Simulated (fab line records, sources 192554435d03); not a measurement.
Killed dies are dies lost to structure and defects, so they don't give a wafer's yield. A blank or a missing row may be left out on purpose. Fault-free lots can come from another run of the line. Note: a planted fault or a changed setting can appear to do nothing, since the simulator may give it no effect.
Split-lot trial    flow n5 finfet    21 wafers read from 7 lots, route of 1938 steps

## THE SPLIT ITSELF
At N5_GATE_CUT_ETCH_58 (etches SiNx in CH3F/O2, target depth 17 nm, time 128.6 s), the setting bias w was moved away from the recipe's 21 W on 8 of the 21 wafers read, by -15.3% to +16.7%. All remaining wafers had this setting at the recipe value.

The split's own step is where the reading is taken.

## THE READING
rf vpp V, in V, at N5_GATE_CUT_ETCH_58 (etches SiNx in CH3F/O2, target depth 17 nm, time 128.6 s). Fault-free wafers of this fab line usually give 99.2 V, standard deviation 1 V.

wafer   tool, chamber at the split  bias w as run, W  against the recipe  rf vpp V, V  against lot-mates on the recipe
L075.3  rie diel-05, 1              18.21             -13.3%              90.4         -9.5
L075.4  rie diel-05, 3              21                recipe              98.7         -
L075.5  rie diel-05, 0              21                recipe              101.1        -
L077.1  rie diel-05, 2              21                recipe              98.6         -
L077.3  rie diel-05, 3              21                recipe              99.9         -
L077.6  rie diel-05, 2              21                recipe              99.1         -
L084.2  rie diel-06, 0              21                recipe              98.5         -
L084.5  rie diel-06, 2              21                recipe              98.7         -
L084.6  rie diel-06, 3              21                recipe              99.6         -
L086.1  rie diel-05, 1              22.44             +6.9%               102.4        +3.4
L086.4  rie diel-05, 0              22.44             +6.9%               103.7        +4.7
L086.6  rie diel-05, 0              21                recipe              99.0         -
L087.3  rie diel-06, 3              17.78             -15.3%              89.4         -10.3
L087.4  rie diel-06, 1              21                recipe              99.7         -
L087.6  rie diel-06, 0              17.78             -15.3%              88.1         -11.6
L091.1  rie diel-02, 1              24.51             +16.7%              111.1        +10.6
L091.3  rie diel-02, 2              21                recipe              100.5        -
L091.4  rie diel-02, 0              24.51             +16.7%              108.9        +8.4
L097.4  rie diel-05, 0              21                recipe              99.5         -
L097.5  rie diel-05, 3              21                recipe              99.2         -
L097.6  rie diel-05, 0              19.96             -5.0%               94.9         -4.4

THE FIT
A straight line over all 21 wafers: rf vpp V changes by +0.659 V for each +1% of bias w; r = +0.99; the points scatter about the line by 0.86 V.
The same after taking each lot's own level away (the mean of its wafers on the recipe; 21 wafers): +0.647 V for each +1%; r = +0.99; scatter 0.86 V.
The reading moves by 11 V for the largest change in bias w, on that fit.
The span of the lots' own levels, 98.93 to 100.50 V, comes to 1.6 times the standard deviation stated above.
The two slopes agree, so the slope changes little with the lot-to-lot level.
Check: for one of the wafers moved furthest among these (+16.7%), held out of the fit, the line's prediction against its lot-mates is +10.4 V. It came out at +10.6 V against them.
Tool readings at the split's step, against how far the setting was moved: rf vpp V r = +0.99.

## THE WHOLE CHAIN: every reading that the file lists as answering this split, in the file's order
step                 what it does                                              reading                                                         change (the file's fit)                 r (the file's)
N5_GATE_CUT_ETCH_58  etches SiNx in CH3F/O2, target depth 17 nm, time 128.6 s  rf vpp V                                                        +0.661 V for each +1% of the setting    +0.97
N5_GATE_CUT_ETCH_58  etches SiNx in CH3F/O2, target depth 17 nm, time 128.6 s  etch.depth nm (the simulator's own value, which no gauge read)  +0.0751 nm for each +1% of the setting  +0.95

## THE FILE'S OWN FIT
rf vpp V changes by +0.661 V for each +1% of bias w, r = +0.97.
